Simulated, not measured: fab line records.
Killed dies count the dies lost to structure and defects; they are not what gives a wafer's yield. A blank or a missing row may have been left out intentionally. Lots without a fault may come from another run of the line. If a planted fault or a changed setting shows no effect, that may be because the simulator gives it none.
Matching of chambers :: flow nandHarc :: rieDiel-09 running NHARC_A_BLC_DESCUM_15: 4 sister chambers
The step chemistry O2, time 3 s. 16 wafers are shown with their chamber, then 8 later ones without.

## EACH WAFER AND ITS CHAMBER
wafer: L507.1
chamber: 2
drypumpMotorCurrentA (A): 5.2
showerheadPlenumPTorr (Torr): 2.06
oesProductAu (a.u.): 1.007

wafer: L507.4
chamber: 3
drypumpMotorCurrentA (A): 6.3
showerheadPlenumPTorr (Torr): 2.00
oesProductAu (a.u.): 0.994

wafer: L507.5
chamber: 3
drypumpMotorCurrentA (A): 6.3
showerheadPlenumPTorr (Torr): 2.00
oesProductAu (a.u.): 1.000

wafer: L509.1
chamber: 2
drypumpMotorCurrentA (A): 5.2
showerheadPlenumPTorr (Torr): 2.05
oesProductAu (a.u.): 1.012

wafer: L509.2
chamber: 1
drypumpMotorCurrentA (A): 5.2
showerheadPlenumPTorr (Torr): 1.99
oesProductAu (a.u.): 0.993

wafer: L509.5
chamber: 0
drypumpMotorCurrentA (A): 6.5
showerheadPlenumPTorr (Torr): 2.03
oesProductAu (a.u.): 0.993

wafer: L514.1
chamber: 3
drypumpMotorCurrentA (A): 6.2
showerheadPlenumPTorr (Torr): 2.00
oesProductAu (a.u.): 1.008

wafer: L514.3
chamber: 2
drypumpMotorCurrentA (A): 5.2
showerheadPlenumPTorr (Torr): 2.05
oesProductAu (a.u.): 1.011

wafer: L514.6
chamber: 0
drypumpMotorCurrentA (A): 6.5
showerheadPlenumPTorr (Torr): 2.03
oesProductAu (a.u.): 0.990

wafer: L513.1
chamber: 2
drypumpMotorCurrentA (A): 5.2
showerheadPlenumPTorr (Torr): 2.05
oesProductAu (a.u.): 1.013

wafer: L513.2
chamber: 0
drypumpMotorCurrentA (A): 6.5
showerheadPlenumPTorr (Torr): 2.03
oesProductAu (a.u.): 0.989

wafer: L513.4
chamber: 1
drypumpMotorCurrentA (A): 5.2
showerheadPlenumPTorr (Torr): 1.99
oesProductAu (a.u.): 0.995

wafer: L516.4
chamber: 3
drypumpMotorCurrentA (A): 6.3
showerheadPlenumPTorr (Torr): 2.00
oesProductAu (a.u.): 0.987

wafer: L516.5
chamber: 1
drypumpMotorCurrentA (A): 5.2
showerheadPlenumPTorr (Torr): 1.99
oesProductAu (a.u.): 1.000

wafer: L516.6
chamber: 2
drypumpMotorCurrentA (A): 5.2
showerheadPlenumPTorr (Torr): 2.05
oesProductAu (a.u.): 1.014

wafer: L518.1
chamber: 3
drypumpMotorCurrentA (A): 6.3
showerheadPlenumPTorr (Torr): 2.00
oesProductAu (a.u.): 1.000

SIGNATURES (averages over the wafers above)
reading: drypumpMotorCurrentA
chamber 0: 6.500
chamber 1: 5.200
chamber 2: 5.200
chamber 3: 6.280
scatter within a chamber: 0.0258

reading: showerheadPlenumPTorr
chamber 0: 2.0300
chamber 1: 1.9900
chamber 2: 2.0520
chamber 3: 2.0000
scatter within a chamber: 0.00258

reading: oesProductAu
chamber 0: 0.99067
chamber 1: 0.99600
chamber 2: 1.01140
chamber 3: 0.99780
scatter within a chamber: 0.00507
Rule: a wafer lies at a distance from a chamber equal to the root of the sum of squares, over the readings, of (its reading less the chamber's mean, divided by the reading's scatter). The wafer belongs to the nearest chamber; if the next one is less than 2 further off, it can't be placed. The scatter: the root of (the sum of the squares of (reading less its chamber's mean) over the shown wafers, divided by (wafers less chambers)).

## WAFERS WITHOUT THEIR CHAMBER
wafer: L518.2
drypumpMotorCurrentA (A): 5.2
showerheadPlenumPTorr (Torr): 2.05
oesProductAu (a.u.): 1.003

wafer: L518.6
drypumpMotorCurrentA (A): 5.2
showerheadPlenumPTorr (Torr): 2.05
oesProductAu (a.u.): 1.002

wafer: L524.4
drypumpMotorCurrentA (A): 5.2
showerheadPlenumPTorr (Torr): 1.99
oesProductAu (a.u.): 0.993

wafer: L524.5
drypumpMotorCurrentA (A): 6.5
showerheadPlenumPTorr (Torr): 2.03
oesProductAu (a.u.): 1.009

wafer: L524.6
drypumpMotorCurrentA (A): 6.3
showerheadPlenumPTorr (Torr): 2.00
oesProductAu (a.u.): 0.999

wafer: L526.1
drypumpMotorCurrentA (A): 6.2
showerheadPlenumPTorr (Torr): 2.00
oesProductAu (a.u.): 0.991

wafer: L526.2
drypumpMotorCurrentA (A): 5.2
showerheadPlenumPTorr (Torr): 1.99
oesProductAu (a.u.): 1.007

wafer: L526.6
drypumpMotorCurrentA (A): 5.2
showerheadPlenumPTorr (Torr): 1.99
oesProductAu (a.u.): 0.998

## WHICH CHAMBER EACH ONE RAN IN
wafer: L518.2
from the rows above: 2
in truth: 2

wafer: L518.6
from the rows above: 2
in truth: 2

wafer: L524.4
from the rows above: 1
in truth: 1

wafer: L524.5
from the rows above: 0
in truth: 0

wafer: L524.6
from the rows above: 3
in truth: 3

wafer: L526.1
from the rows above: 3
in truth: 3

wafer: L526.2
from the rows above: 1
in truth: 1

wafer: L526.6
from the rows above: 1
in truth: 1
8 of 8 placed correctly. From these rows, 0 cannot be placed. Number placed wrongly: 0.
